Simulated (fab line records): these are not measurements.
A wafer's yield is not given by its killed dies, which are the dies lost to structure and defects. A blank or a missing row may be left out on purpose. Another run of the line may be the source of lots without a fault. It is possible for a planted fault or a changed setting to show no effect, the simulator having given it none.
fab line records	flow n5Finfet
[record] lots = 7	wafers = 21
route steps=1938 shown GATE_CUT@481 MOL_CONTACT_COAG@535 BEOL_M0_SAQP@686 BEOL_M1@751 BEOL_M2@882 BEOL_M3@957
startH: hours from the record's first day to the start of the lot's first wafer shown	waitH: hours elapsed since this lot's preceding step	" repeats the value in the row above	L1.1+2: a row that stands for several wafers	- either no value or no given start	* or withheld: withheld	< > ~ a bound
route shown NAME@n: names a module that has steps shown in the file, with the first one's number in the route	usual: average and standard deviation across the fault-free wafers	same: alike in all rows	chamber/n: place in a boat	sites: per-site readings	_std_site: the values' standard deviation	_edge_site: mean of outer sites minus mean of inner sites	radiusMm: for every site, how far away it sits from the centre of the wafer	mask NAME#n: copy n	behind: tool/chamber where the wafer was last shaped	hold: why the lot was held/for how many hours/how that ended	device: which transistor (n, p or np) failed to switch	end of line: at the end of the route, the tests of the same wafers	a step given without rows: its recipe and nothing more	killed: the dies lost at the first sort to structure and to defects; this is not the yield of the wafer	map: a wafer's dies, x killed, . not, _ none there
set.NAME: the setting that was run; set.NAME@STEP: the one run at that earlier step	model.NAME: the simulator's own value behind a step, which no gauge read
one table per step and one row per wafer, for lots whose settings were changed on purpose
[[steps]]
[step N5_GATE_CUT_COAT_07]
[recipe] resist = CAR-EUV	spinRpm = 1500	resistThkNm = 30
lot.wafer	tool	chamber	startH	waitH	set.spinRpm	model.CAR-EUV_of_GATE_CUT_COAT_07.thkNm
L075.1+3+4	lithoTrack-05	0	-	-	1351	31.6
L079.1+2	lithoTrack-04	0	-	-	1431	30.8
L079.5	"	0	"	"	1500	30.2
L082.1+3	lithoTrack-05	0	-	-	1500	30
L082.5	"	0	"	"	1408	31
L083.1+4	lithoTrack-02	0	-	-	1500	30
L083.2	"	0	"	"	1565	29.4
L087.1	lithoTrack-05	0	-	-	1500	30
L087.4	"	0	"	"	1367	31.4
L087.6	"	0	"	"	1500	29.8
L096.1+5+6	lithoTrack-05	0	-	-	1500	30
L097.1+5	lithoTrack-02	0	-	-	1500	30.2
L097.6	"	0	"	"	1500	30
[step N5_GATE_CUT_EBR_09]
[recipe] solvent = PGMEA	ebrWidthMm = 1.5
[step N5_GATE_CUT_SOFTBAKE_08]
[recipe] tempC = 110	timeS = 60	resist = CAR-EUV
[step N5_GATE_CUT_EXPOSE_10]
[recipe] maskId = GATE_CUT	na = 0.33	sourceShape = annular	sigmaInner = 0.35	sigmaOuter = 0.8	polarization = unpolarized	targetCdNm = 20	doseMj = 43.25
[step N5_GATE_CUT_PEB_11]
[recipe] pebTempC = 100	pebTimeS = 60	resist = CAR-EUV
[step N5_GATE_CUT_DEVELOP_12]
[recipe] developTimeS = 30	developer = TMAH	resist = CAR-EUV	rinseLiquid = surfactantRinse	dry = airSpin	devTempC = 23
lot.wafer	tool	chamber	startH	waitH	set.spinRpm@GATE_CUT_COAT_07	model.CAR-EUV_of_GATE_CUT_COAT_07.thkNm
L075.1+4	lithoTrack-02	0	-	-	1351	31
L075.3	"	0	"	"	1351	31.2
L079.1+2	lithoTrack-05	0	-	-	1431	30.4
L079.5	"	0	"	"	1500	29.8
L082.1+3	lithoTrack-02	0	-	-	1500	29.6
L082.5	"	0	"	"	1408	30.6
L083.1	lithoTrack-05	0	-	-	1500	29.4
L083.2	"	0	"	"	1565	29
L083.4	"	0	"	"	1500	29.6
L087.1+6	lithoTrack-02	0	-	-	1500	29.4
L087.4	"	0	"	"	1367	30.8
L096.1	lithoTrack-05	0	-	-	1500	29.4
L096.5+6	"	0	"	"	1500	29.6
L097.1+5+6	lithoTrack-02	0	-	-	1500	29.6
[step N5_GATE_CUT_DESCUM_18]
[recipe] chemistry = O2	timeS = 7	sourcePowerW = 50	biasPowerW = 20	pressureMtorr = 20	rfFrequencyHz = 2.712e+07	tempC = 40	resist = CAR-EUV	o2FlowSccm = 225
[step N5_GATE_CUT_ETCH_28]
[recipe] chemistry = N2/H2	target = underlayer	targetDepthA = 130	maskMaterial = CAR-EUV	timeS = 10.4	ionEnergyEv = 200	pressureMtorr = 30	sourceW = 840	biasW = 150	n2FlowSccm = 200	h2FlowSccm = 200	ends = cleared
[step N5_GATE_CUT_ETCH_36]
[recipe] chemistry = CF4	target = SiARC	targetDepthA = 130	maskMaterial = CAR-EUV	timeS = 21.7	ionEnergyEv = 80	pressureMtorr = 40	sourceW = 545	biasW = 36	Ar_flow_sccm = 100	cf4FlowSccm = 100	ends = cleared
lot.wafer	tool	chamber	startH	waitH	set.spinRpm@GATE_CUT_COAT_07	model.CAR-EUV_of_GATE_CUT_COAT_07.thkNm
L075.1	rieDiel-06	2	94.26	0.0	1351	8.4
L075.3+4	"	0,3	"	"	1351	8.6
L079.1	rieDiel-01	0	115.25	0.0	1431	7.6
L079.2	"	3	"	"	1431	7.8
L079.5	"	2	"	"	1500	7
L082.1	rieDiel-06	3	133.19	0.0	1500	7
L082.3	"	2	"	"	1500	6.8
L082.5	"	1	"	"	1408	7.8
L083.1+4	rieDiel-05	1,0	137.32	0.0	1500	7
L083.2	"	3	"	"	1565	6.4
L087.1+6	rieDiel-05	0	171.60	0.0	1500	7
L087.4	"	2	"	"	1367	8.2
L096.1	rieDiel-06	1	219.06	0.0	1500	6.8
L096.5+6	"	3,1	"	"	1500	7
L097.1+5	rieDiel-06	2,1	226.83	0.0	1500	7
L097.6	"	3	"	"	1500	7.2
[step N5_MOL_CONTACT_COAG_CONTACT_ETCH_14]
[recipe] chemistry = C4F6/O2	target = SiO2	targetDepthA = 275	overetchA = 85	maskMaterial = SOC	pressureMtorr = 30	sourceW = 370	biasW = 185	Ar_flow_sccm = 300	C4F6_flow_sccm = 16	O2_flow_sccm = 10	timeS = 20	ionEnergyEv = 259.6
[usual] rfVppV = 691.6/2.8
lot.wafer	tool	chamber	startH	waitH	set.sourceW	rfVppV
L075.1	rieDiel-02	3	100.06	0.0	328.6	708.2
L075.3	"	1	"	"	328.6	717.7
L075.4	"	0	"	"	370	695.4
L079.1	rieDiel-02	0	119.62	0.0	351.6	715.1
L079.2	"	2	"	"	351.6	703.4
L079.5	"	1	"	"	351.6	700.6
L082.1	rieDiel-02	3	137.11	0.0	370	688.1
L082.3	"	2	"	"	427.4	663.1
L082.5	"	1	"	"	427.4	661.4
L083.1	rieDiel-02	3	141.45	0.0	370	686.3
L083.2	"	1	"	"	387.3	679.7
L083.4	"	1	"	"	387.3	681.5
L087.1	rieDiel-02	2	176.21	0.0	370	690.5
L087.4	"	2	"	"	370	689.1
L087.6	"	0	"	"	335.2	724.7
L096.1	rieDiel-03	2	223.17	0.0	370	689.5
L096.5	"	3	"	"	345.2	708.4
L096.6	"	0	"	"	345.2	708.5
L097.1	rieDiel-03	2	231.80	0.0	370	688.7
L097.5	"	1	"	"	370	691.8
L097.6	"	0	"	"	370	689.4
[step N5_MOL_CONTACT_COAG_ETCH_110]
[recipe] chemistry = CF4/O2	target = Si	targetDepthA = 25	timeS = 8	pressureMtorr = 100	sourceW = 200	biasW = 12	ionEnergyEv = 60	Ar_flow_sccm = 100	cf4FlowSccm = 100	O2_flow_sccm = 10
[usual] rfVppV = 126.1/2.8
lot.wafer	tool	chamber	startH	waitH	set.biasW	rfVppV
L075.1	rieDiel-02	3	100.16	0.0	12	124.5
L075.3	"	1	"	"	13.44	137.3
L075.4	"	0	"	"	13.44	142.4
L079.1	rieDiel-02	0	119.72	0.0	13.99	146.9
L079.2	"	2	"	"	13.99	142.8
L079.5	"	1	"	"	12	122.7
L082.1	rieDiel-02	3	137.20	0.0	12	122.8
L082.3	"	2	"	"	9.962	108.6
L082.5	"	1	"	"	12	122.9
L083.1	rieDiel-02	3	141.55	0.0	10.56	110.9
L083.2	"	1	"	"	12	123.1
L083.4	"	1	"	"	12	122.7
L087.1	rieDiel-02	2	176.35	0.1	12	125.9
L087.4	"	2	"	"	12	125.2
L087.6	"	0	"	"	13.46	142.3
L096.1	rieDiel-03	2	223.26	0.0	12	128.3
L096.5	"	3	"	"	12	133.4
L096.6	"	0	"	"	12	124.6
L097.1	rieDiel-03	2	231.89	0.0	12	128.8
L097.5	"	1	"	"	12	125.6
L097.6	"	0	"	"	12	122.8
[step N5_MOL_CONTACT_COAG_ALD_27]
[recipe] material = SiOC	targetThkA = 170	tempC = 400	aldPrecursorFamily = carbosiloxane	aldCoReactant = H2-plasma	pulseTimeS = 1.5	timeS = 2720	purgeTimeS = 2	coReactantPurgeTimeS = 2	aldCycles = 340	pressureTorr = 2
lot.wafer	tool	chamber	startH	waitH	set.aldCycles	model.SiOC_of_MOL_CONTACT_COAG_ALD_27.thkNm
L075.1+3	aldSin-01	3,1	105.78	0.2	340	17.2
L075.4	"	0	"	"	392	19.6
L079.1+2+5	aldSin-02	1,3,2	126.03	0.0	340	17
L082.1+5	aldSin-04	3,1	142.65	0.0	356	17.8
L082.3	"	1	"	"	340	17.2
L083.1+2	aldSin-04	3,0	146.42	0.0	340	17
L083.4	"	1	"	"	296	15
L087.1	aldSin-01	3	182.87	0.0	311	15.4
L087.4+6	"	2,0	"	"	340	17
L096.1+5	aldSin-02	0,3	231.17	0.4	340	17
L096.6	"	2	"	"	340	17.2
L097.1+5+6	aldSin-02	0,3,2	241.06	0.0	340	17
[step N5_BEOL_M0_SAQP_EXPOSE_37]
[recipe] maskId = M0_CUT1	na = 0.33	sourceShape = annular	sigmaInner = 0.35	sigmaOuter = 0.8	polarization = unpolarized	targetCdNm = 30	doseMj = 44.75
lot.wafer	tool	chamber	startH	waitH	mask	set.doseMj
L075.1+3+4	euvScanner-01	0	126.44	-	M0_CUT1#0	44.75
L079.1+2	euvScanner-02	0	142.27	-	M0_CUT1#0	44.75
L079.5	"	0	"	"	M0_CUT1#0	45.79
L082.1+3+5	euvScanner-02	0	158.02	-	M0_CUT1#0	44.75
L083.1	euvScanner-02	0	165.20	-	M0_CUT1#0	47.53
L083.2+4	"	0	"	"	M0_CUT1#0	44.75
L087.1+4+6	euvScanner-02	0	199.01	-	M0_CUT1#0	44.75
L096.1+6	euvScanner-01	0	246.68	-	M0_CUT1#0	44.75
L096.5	"	0	"	"	M0_CUT1#0	43.68
L097.1+5+6	euvScanner-02	0	256.02	-	M0_CUT1#0	44.75
[step N5_BEOL_M0_SAQP_PEB_38]
[recipe] pebTempC = 100	pebTimeS = 60	resist = CAR-EUV
[step N5_BEOL_M0_SAQP_DEVELOP_39]
[recipe] developTimeS = 30	developer = TMAH	resist = CAR-EUV	rinseLiquid = surfactantRinse	dry = airSpin	devTempC = 23
[step N5_BEOL_M0_SAQP_CD_MEAS_40]
[recipe] targetCdNm = 30	landingEnergyEv = 500	detector = seInlens
[usual] cdNm = 30.06/0.24
lot.wafer	tool	chamber	startH	waitH	set.doseMj@BEOL_M0_SAQP_EXPOSE_37	cdNm
L075.1	cdSem-01	0	126.57	-	44.75	29.49
L075.3	"	0	"	"	44.75	29.76
L075.4	"	0	"	"	44.75	30.01
L079.1	cdSem-02	0	142.41	-	44.75	30.10
L079.2	"	0	"	"	44.75	29.93
L079.5	"	0	"	"	45.79	30.73
L082.1	cdSem-02	0	158.16	-	44.75	29.75
L082.3	"	0	"	"	44.75	29.83
L082.5	"	0	"	"	44.75	30.01
L083.1	cdSem-02	0	165.34	-	47.53	31.53
L083.2	"	0	"	"	44.75	29.96
L083.4	"	0	"	"	44.75	30.08
L087.1	cdSem-01	0	199.14	-	44.75	30.56
L087.4	"	0	"	"	44.75	30.38
L087.6	"	0	"	"	44.75	30.12
L096.1	cdSem-01	0	246.81	-	44.75	30.12
L096.5	"	0	"	"	43.68	29.35
L096.6	"	0	"	"	44.75	29.81
L097.1	cdSem-03	0	256.15	-	44.75	30.39
L097.5	"	0	"	"	44.75	30.33
L097.6	"	0	"	"	44.75	30.13
[step N5_BEOL_M0_SAQP_DESCUM_45]
[recipe] chemistry = O2	timeS = 7	sourcePowerW = 50	biasPowerW = 20	pressureMtorr = 20	rfFrequencyHz = 2.712e+07	tempC = 40	resist = CAR-EUV	o2FlowSccm = 225
lot.wafer	tool	chamber	startH	waitH	set.doseMj@BEOL_M0_SAQP_EXPOSE_37	model.BEOL_M0_SAQP.cdNm
L075.1	rieDiel-05	1	126.70	0.0	44.75	30.2
L075.3+4	"	2,3	"	"	44.75	30
L079.1	rieDiel-06	3	142.54	0.0	44.75	30.4
L079.2	"	1	"	"	44.75	30.2
L079.5	"	3	"	"	45.79	30.8
L082.1+3	rieDiel-05	3,0	158.28	0.0	44.75	29.8
L082.5	"	3	"	"	44.75	30
L083.1	rieDiel-06	1	165.46	0.0	47.53	31.6
L083.2+4	"	2,1	"	"	44.75	30.4
L087.1+4	rieDiel-01	0,3	199.35	0.1	44.75	30.4
L087.6	"	0	"	"	44.75	30.2
L096.1	rieDiel-01	2	247.09	0.2	44.75	30
L096.5	"	2	"	"	43.68	29.6
L096.6	"	3	"	"	44.75	29.8
L097.1+5	rieDiel-05	1	256.28	0.0	44.75	30.4
L097.6	"	0	"	"	44.75	30.2
[step N5_BEOL_M1_ILD_DEP_00]
[recipe] material = SiOC	targetThkA = 790	tempC = 350	precursor = DEMS/O2	pressureTorr = 5	rfW = 500	timeS = 15.3
lot.wafer	tool	chamber	startH	waitH	set.timeS	model.SiOC_of_BEOL_M1_ILD_DEP_00.thkNm
L075.1+4	pecvd-03	2	135.51	0.0	15.3	78.6
L075.3	"	0	"	"	15.3	77.2
L079.1	pecvd-01	0	150.49	0.0	16.03	82.6
L079.2	"	1	"	"	15.3	78.8
L079.5	"	0	"	"	15.3	80
L082.1	pecvd-03	1	164.04	0.0	13.02	64.2
L082.3	"	2	"	"	13.02	66.8
L082.5	"	1	"	"	15.3	77.2
L083.1	pecvd-03	2	171.36	0.0	15.3	78
L083.2	"	1	"	"	15.3	76.8
L083.4	"	1	"	"	15.3	77.8
L087.1	pecvd-04	0	213.98	0.0	14.58	73.2
L087.4	"	1	"	"	15.3	79
L087.6	"	1	"	"	14.58	74.8
L096.1	pecvd-04	1	255.39	0.0	15.3	79.2
L096.5	"	0	"	"	16.36	84
L096.6	"	1	"	"	16.36	85.6
L097.1	pecvd-03	1	264.15	0.0	15.3	76
L097.5	"	0	"	"	15.3	77.6
L097.6	"	1	"	"	15.3	77.8
[step N5_BEOL_M1_THK_MEAS_01]
[recipe] reads = SiOC_of_BEOL_M1_ILD_DEP_00
[usual] M1_ILD_THK = 79.0/1.2
lot.wafer	tool	chamber	startH	waitH	set.timeS@BEOL_M1_ILD_DEP_00	M1_ILD_THK[nm]
L075.1	filmMetro-02	-	135.58	0.0	15.3	78.5
L075.3	"	-	"	"	15.3	77.2
L075.4	"	-	"	"	15.3	78.7
L079.1	filmMetro-02	-	150.56	0.0	16.03	82.5
L079.2	"	-	"	"	15.3	78.8
L079.5	"	-	"	"	15.3	80.0
L082.1	filmMetro-01	-	164.10	0.0	13.02	64.2
L082.3	"	-	"	"	13.02	66.9
L082.5	"	-	"	"	15.3	77.3
L083.1	filmMetro-01	-	171.43	0.0	15.3	78.0
L083.2	"	-	"	"	15.3	76.9
L083.4	"	-	"	"	15.3	77.8
L087.1	filmMetro-02	-	214.07	0.1	14.58	73.1
L087.4	"	-	"	"	15.3	79.0
L087.6	"	-	"	"	14.58	74.7
L096.1	filmMetro-02	-	255.46	0.0	15.3	79.3
L096.5	"	-	"	"	16.36	83.9
L096.6	"	-	"	"	16.36	85.6
L097.1	filmMetro-01	-	264.22	0.0	15.3	76.1
L097.5	"	-	"	"	15.3	77.7
L097.6	"	-	"	"	15.3	77.7
[step N5_BEOL_M1_COAT_05]
[recipe] resist = CAR-EUV	spinRpm = 1500	resistThkNm = 30
lot.wafer	tool	chamber	startH	waitH	set.spinRpm	model.CAR-EUV_of_BEOL_M1_COAT_05.thkNm
L075.1	lithoTrack-03	0	-	-	1614	29
L075.3+4	"	0	"	"	1500	30
L079.1	lithoTrack-03	0	-	-	1500	30
L079.2	"	0	"	"	1500	29.8
L079.5	"	0	"	"	1397	31
L082.1	lithoTrack-02	0	-	-	1500	29.8
L082.3+5	"	0	"	"	1651	28.4
L083.1	lithoTrack-03	0	-	-	1448	30.6
L083.2+4	"	0	"	"	1500	30
L087.1	lithoTrack-03	0	-	-	1500	30
L087.4	"	0	"	"	1500	30.2
L087.6	"	0	"	"	1452	30.6
L096.1+5	lithoTrack-03	0	-	-	1500	29.8
L096.6	"	0	"	"	1666	28.2
L097.1+5+6	lithoTrack-03	0	-	-	1500	30
[step N5_BEOL_M1_EBR_07]
[recipe] solvent = PGMEA	ebrWidthMm = 1.5
[step N5_BEOL_M1_SOFTBAKE_06]
[recipe] tempC = 110	timeS = 60	resist = CAR-EUV
[step N5_BEOL_M1_DESCUM_16]
[recipe] chemistry = O2	timeS = 7	sourcePowerW = 50	biasPowerW = 20	pressureMtorr = 20	rfFrequencyHz = 2.712e+07	tempC = 40	resist = CAR-EUV	o2FlowSccm = 225
lot.wafer	tool	chamber	startH	waitH	set.spinRpm@BEOL_M1_COAT_05	model.CAR-EUV_of_BEOL_M1_COAT_05.thkNm
L075.1	rieDiel-05	2	138.00	0.7	1614	25
L075.3	"	1	"	"	1500	26.2
L075.4	"	0	"	"	1500	26
L079.1+2	rieDiel-01	3,2	152.46	0.0	1500	26
L079.5	"	0	"	"	1397	27
L082.1	rieDiel-06	3	167.05	0.2	1500	26
L082.3	"	1	"	"	1651	24.6
L082.5	"	1	"	"	1651	24.4
L083.1	rieDiel-01	2	173.49	0.0	1448	26.6
L083.2+4	"	0	"	"	1500	26
L087.1+4	rieDiel-05	0,1	215.63	0.0	1500	26.2
L087.6	"	3	"	"	1452	26.8
L096.1	rieDiel-01	0	257.46	0.0	1500	25.8
L096.5	"	0	"	"	1500	26
L096.6	"	3	"	"	1666	24.2
L097.1+5+6	rieDiel-05	2,2,3	266.84	0.0	1500	26.2
[step N5_BEOL_M2_ALD_98]
[recipe] material = SiO2	targetThkA = 25	tempC = 100	aldPrecursorFamily = BDEAS	aldCoReactant = O2-plasma	pulseTimeS = 1	coReactantPulseTimeS = 1	purgeTimeS = 2	coReactantPurgeTimeS = 2	aldCycles = 17	pressureTorr = 2
lot.wafer	tool	chamber	startH	waitH	set.aldCycles	model.SiO2_of_BEOL_M2_ALD_98.thkNm
L075.1+4	aldSin-03	2,3	148.92	0.1	17	2.6
L075.3	"	1	"	"	16	2.4
L079.1	aldSin-03	1	161.73	0.1	17	2.6
L079.2+5	"	0	"	"	19	2.8
L082.1+3+5	aldSin-01	0,2,2	180.68	0.3	17	2.6
L083.1+4	aldSin-02	0,2	187.18	0.2	17	2.6
L083.2	"	1	"	"	15	2.2
L087.1	aldSin-01	3	225.46	1.0	16	2.4
L087.4+6	"	1,2	"	"	17	2.6
L096.1+5+6	aldSin-01	0,2,3	268.53	0.1	15	2.2
L097.1+5+6	aldSin-01	0,1,0	277.80	0.1	17	2.4
[step N5_BEOL_M3_COAT_67]
[recipe] resist = SOC	tempC = 250	timeS = 60	spinRpm = 1500	resistThkNm = 60
lot.wafer	tool	chamber	startH	waitH	set.spinRpm	model.SOC_of_BEOL_M3_COAT_67.thkNm
L075.1	lithoTrack-01	0	168.15	0.0	1500	60
L075.3	"	0	"	"	1545	59
L075.4	"	0	"	"	1545	59.2
L079.1	lithoTrack-04	0	171.34	0.0	1500	60.2
L079.2+5	"	0	"	"	1592	58.4
L082.1	lithoTrack-03	0	191.19	0.0	1500	60
L082.3+5	"	0	"	"	1447	61.2
L083.1	lithoTrack-01	0	198.49	0.0	1564	58.8
L083.2	"	0	"	"	1500	60.2
L083.4	"	0	"	"	1500	60
L087.1+4+6	lithoTrack-03	0	245.25	0.0	1500	60.2
L096.1	lithoTrack-01	0	289.68	0.0	1610	58.2
L096.5	"	0	"	"	1500	60
L096.6	"	0	"	"	1500	60.4
L097.1+5+6	lithoTrack-03	0	294.33	0.0	1500	60
[step N5_BEOL_M3_COAT_22]
[recipe] resist = CAR-EUV	spinRpm = 1500	resistThkNm = 30
lot.wafer	tool	chamber	startH	waitH	set.spinRpm	model.CAR-EUV_of_BEOL_M3_COAT_22.thkNm
L075.1	lithoTrack-01	0	-	-	1337	31.8
L075.3	"	0	"	"	1337	31.6
L075.4	"	0	"	"	1500	29.8
L079.1	lithoTrack-04	0	-	-	1500	30
L079.2	"	0	"	"	1380	31.4
L079.5	"	0	"	"	1500	30.2
L082.1+5	lithoTrack-03	0	-	-	1629	28.8
L082.3	"	0	"	"	1500	30.2
L083.1+2	lithoTrack-01	0	-	-	1542	29.4
L083.4	"	0	"	"	1500	30
L087.1+6	lithoTrack-03	0	-	-	1500	30
L087.4	"	0	"	"	1365	31.4
L096.1+6	lithoTrack-01	0	-	-	1614	28.8
L096.5	"	0	"	"	1500	30
L097.1+5+6	lithoTrack-03	0	-	-	1500	30
[step N5_BEOL_M3_EBR_24]
[recipe] solvent = PGMEA	ebrWidthMm = 1.5
[step N5_BEOL_M3_SOFTBAKE_23]
[recipe] tempC = 110	timeS = 60	resist = CAR-EUV
[step N5_BEOL_M3_EXPOSE_25]
[recipe] maskId = V2	na = 0.33	sourceShape = quasar	sigmaInner = 0.2	sigmaOuter = 0.8	polarization = unpolarized	defocusNm = 5	doseMj = 63
[step N5_BEOL_M3_PEB_26]
[recipe] pebTempC = 100	pebTimeS = 60	resist = CAR-EUV
[step N5_BEOL_M3_DEVELOP_27]
[recipe] developTimeS = 30	developer = TMAH	resist = CAR-EUV	rinseLiquid = surfactantRinse	dry = airSpin	devTempC = 23
lot.wafer	tool	chamber	startH	waitH	set.spinRpm@BEOL_M3_COAT_22	model.CAR-EUV_of_BEOL_M3_COAT_22.thkNm
L075.1+3	lithoTrack-01	0	-	-	1337	31.2
L075.4	"	0	"	"	1500	29.4
L079.1+5	lithoTrack-03	0	-	-	1500	29.6
L079.2	"	0	"	"	1380	31
L082.1+5	lithoTrack-03	0	-	-	1629	28.4
L082.3	"	0	"	"	1500	29.6
L083.1+2	lithoTrack-01	0	-	-	1542	29
L083.4	"	0	"	"	1500	29.4
L087.1+6	lithoTrack-03	0	-	-	1500	29.6
L087.4	"	0	"	"	1365	31
L096.1+6	lithoTrack-01	0	-	-	1614	28.4
L096.5	"	0	"	"	1500	29.6
L097.1+5+6	lithoTrack-04	0	-	-	1500	29.6
[step N5_BEOL_M3_DESCUM_33]
[recipe] chemistry = O2	timeS = 7	sourcePowerW = 50	biasPowerW = 20	pressureMtorr = 20	rfFrequencyHz = 2.712e+07	tempC = 40	resist = CAR-EUV	o2FlowSccm = 225
lot.wafer	tool	chamber	startH	waitH	set.spinRpm@BEOL_M3_COAT_22	model.CAR-EUV_of_BEOL_M3_COAT_22.thkNm
L075.1+3	rieDiel-05	3,0	168.55	0.0	1337	27.8
L075.4	"	0	"	"	1500	26
L079.1+5	rieDiel-06	2	171.82	0.1	1500	26.2
L079.2	"	3	"	"	1380	27.4
L082.1+5	rieDiel-05	3	191.76	0.1	1629	25
L082.3	"	2	"	"	1500	26.2
L083.1+2	rieDiel-05	1,0	199.02	0.0	1542	25.6
L083.4	"	2	"	"	1500	26
L087.1+6	rieDiel-05	3,1	245.65	0.0	1500	26.2
L087.4	"	2	"	"	1365	27.6
L096.1+6	rieDiel-05	0,1	290.48	0.4	1614	25
L096.5	"	0	"	"	1500	26.2
L097.1+5	rieDiel-01	0	294.86	0.0	1500	26
L097.6	"	1	"	"	1500	26.2
[[key]]
[split] step = N5_GATE_CUT_COAT_07	setting = spinRpm	stated = 1500	by = wafer
[response] step = N5_GATE_CUT_COAT_07	reading = model.CAR-EUV_of_GATE_CUT_COAT_07.thkNm	change = -0.159	per = 1%	r = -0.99
[response] step = N5_GATE_CUT_DEVELOP_12	reading = model.CAR-EUV_of_GATE_CUT_COAT_07.thkNm	change = -0.15	per = 1%	r = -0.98
[response] step = N5_GATE_CUT_ETCH_36	reading = model.CAR-EUV_of_GATE_CUT_COAT_07.thkNm	change = -0.141	per = 1%	r = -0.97
[split] step = N5_MOL_CONTACT_COAG_CONTACT_ETCH_14	setting = sourceW	stated = 370	by = wafer
[response] step = N5_MOL_CONTACT_COAG_CONTACT_ETCH_14	reading = rfVppV	change = -2.07	per = 1%	r = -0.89
[split] step = N5_MOL_CONTACT_COAG_ETCH_110	setting = biasW	stated = 12	by = wafer
[response] step = N5_MOL_CONTACT_COAG_ETCH_110	reading = rfVppV	change = +1.14	per = 1%	r = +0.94
[split] step = N5_MOL_CONTACT_COAG_ALD_27	setting = aldCycles	stated = 340	by = wafer
[response] step = N5_MOL_CONTACT_COAG_ALD_27	reading = model.SiOC_of_MOL_CONTACT_COAG_ALD_27.thkNm	change = +0.159	per = 1%	r = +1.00
[split] step = N5_BEOL_M0_SAQP_EXPOSE_37	setting = doseMj	stated = 44.75	by = wafer
[response] step = N5_BEOL_M0_SAQP_CD_MEAS_40	reading = cdNm	change = +0.252	per = 1%	r = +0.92
[response] step = N5_BEOL_M0_SAQP_DESCUM_45	reading = model.BEOL_M0_SAQP.cdNm	change = +0.188	per = 1%	r = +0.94
[split] step = N5_BEOL_M1_ILD_DEP_00	setting = timeS	stated = 15.3	by = wafer
[response] step = N5_BEOL_M1_ILD_DEP_00	reading = model.SiOC_of_BEOL_M1_ILD_DEP_00.thkNm	change = +0.8	per = 1%	r = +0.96
[response] step = N5_BEOL_M1_THK_MEAS_01	reading = M1_ILD_THK	change = +0.796	per = 1%	r = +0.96
[split] step = N5_BEOL_M1_COAT_05	setting = spinRpm	stated = 1500	by = wafer
[response] step = N5_BEOL_M1_COAT_05	reading = model.CAR-EUV_of_BEOL_M1_COAT_05.thkNm	change = -0.144	per = 1%	r = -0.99
[response] step = N5_BEOL_M1_DESCUM_16	reading = model.CAR-EUV_of_BEOL_M1_COAT_05.thkNm	change = -0.151	per = 1%	r = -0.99
[split] step = N5_BEOL_M2_ALD_98	setting = aldCycles	stated = 17	by = wafer
[response] step = N5_BEOL_M2_ALD_98	reading = model.SiO2_of_BEOL_M2_ALD_98.thkNm	change = +0.0272	per = 1%	r = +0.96
[split] step = N5_BEOL_M3_COAT_67	setting = spinRpm	stated = 1500	by = wafer
[response] step = N5_BEOL_M3_COAT_67	reading = model.SOC_of_BEOL_M3_COAT_67.thkNm	change = -0.291	per = 1%	r = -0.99
[split] step = N5_BEOL_M3_COAT_22	setting = spinRpm	stated = 1500	by = wafer
[response] step = N5_BEOL_M3_COAT_22	reading = model.CAR-EUV_of_BEOL_M3_COAT_22.thkNm	change = -0.165	per = 1%	r = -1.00
[response] step = N5_BEOL_M3_DEVELOP_27	reading = model.CAR-EUV_of_BEOL_M3_COAT_22.thkNm	change = -0.159	per = 1%	r = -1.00
[response] step = N5_BEOL_M3_DESCUM_33	reading = model.CAR-EUV_of_BEOL_M3_COAT_22.thkNm	change = -0.155	per = 1%	r = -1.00
